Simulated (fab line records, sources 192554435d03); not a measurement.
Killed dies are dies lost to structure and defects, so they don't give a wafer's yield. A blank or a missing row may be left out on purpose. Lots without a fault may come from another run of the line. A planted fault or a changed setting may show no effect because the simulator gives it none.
Split-lot experiment | flow n5_finfet | 7 lots, 21 wafers read, on a route of 1938 steps

THE SPLIT
At N5_BEOL_M11_TRENCH_ETCH_37 (etches SiCOH lowk in C4F6/O2, target depth 148.83 nm, time 48 s), the setting source_w was moved away from the recipe's 345 W on 5 of the 21 wafers read, by -8.4% to -5.4%. The other wafers ran this setting at the recipe's value.

FROM THE SPLIT TO THE READING: what the file shows between them, 2 steps
- N5_BEOL_M11_ETCH_41: etches SiCN in CH3F/O2, target depth 42.6 nm, time 86 s
- N5_BEOL_M11_STRIP_77: strips in N2/H2, time 10 s

THE READING
trench_depth_nm, in nm, at N5_BEOL_M11_OCD_MEAS_38. Fault-free wafers of this fab line usually give 148.5 nm, standard deviation 1.9 nm.

wafer  | tool, chamber at the split | source_w as run, W | against the recipe | trench_depth_nm, nm | against lot-mates on the recipe
L076.3 | rie_diel-01, 1             | 345                | recipe             | 145.7               | -
L076.4 | rie_diel-01, 0             | 345                | recipe             | 149.2               | -
L076.6 | rie_diel-01, 3             | 345                | recipe             | 147.1               | -
L078.2 | rie_diel-04, 0             | 345                | recipe             | 149.4               | -
L078.3 | rie_diel-04, 1             | 345                | recipe             | 148.1               | -
L078.5 | rie_diel-04, 3             | 345                | recipe             | 148.5               | -
L083.1 | rie_diel-04, 2             | 345                | recipe             | 150.3               | -
L083.4 | rie_diel-04, 3             | 345                | recipe             | 148.2               | -
L083.6 | rie_diel-04, 0             | 345                | recipe             | 148.5               | -
L082.1 | rie_diel-05, 1             | 345                | recipe             | 147.9               | -
L082.4 | rie_diel-05, 1             | 345                | recipe             | 148.8               | -
L082.5 | rie_diel-05, 3             | 345                | recipe             | 146.6               | -
L081.1 | rie_diel-01, 1             | 326.5              | -5.4%              | 144.0               | -3.3
L081.5 | rie_diel-01, 1             | 345                | recipe             | 147.3               | -
L081.6 | rie_diel-01, 3             | 326.5              | -5.4%              | 145.1               | -2.2
L088.1 | rie_diel-04, 3             | 317.4              | -8.0%              | 142.6               | -7.4
L088.2 | rie_diel-04, 0             | 345                | recipe             | 149.3               | -
L088.6 | rie_diel-04, 2             | 345                | recipe             | 150.7               | -
L093.1 | rie_diel-04, 2             | 316.1              | -8.4%              | 144.5               | -4.6
L093.4 | rie_diel-04, 3             | 345                | recipe             | 149.1               | -
L093.5 | rie_diel-04, 0             | 316.1              | -8.4%              | 144.4               | -4.7

THE FIT
A straight line over all 21 wafers: trench_depth_nm changes by +0.585 nm for each +1% of source_w; r = +0.83; the points scatter about the line by 1.3 nm.
The same after taking each lot's own level away (the mean of its wafers on the recipe; 21 wafers): +0.639 nm for each +1%; r = +0.89; scatter 1 nm.
On that fit, the largest move of source_w shifts the reading by 5.4 nm.
The lots' own levels span 147.30 to 150.00 nm, that is 1.4 times the standard deviation above.
So the lot-to-lot level changes the slope little: the two slopes agree.
Check: with one of the wafers moved furthest among these (-8.4%) left out of the fit, the line predicts -5.6 nm for it against its lot-mates. It came out at -4.6 nm against them.

THE WHOLE CHAIN: every reading that the file lists as answering this split, in the file's order
step                       | what it does                                                    | reading                                                        | change (the file's fit)               | r (the file's)
N5_BEOL_M11_TRENCH_ETCH_37 | etches SiCOH lowk in C4F6/O2, target depth 148.83 nm, time 48 s | etch.depth_nm (the simulator's own value, which no gauge read) | +0.689 nm for each +1% of the setting | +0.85
N5_BEOL_M11_OCD_MEAS_38    |                                                                 | trench_depth_nm                                                | +0.695 nm for each +1% of the setting | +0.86

THE FILE'S OWN FIT
trench_depth_nm changes by +0.695 nm for each +1% of source_w, r = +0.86.
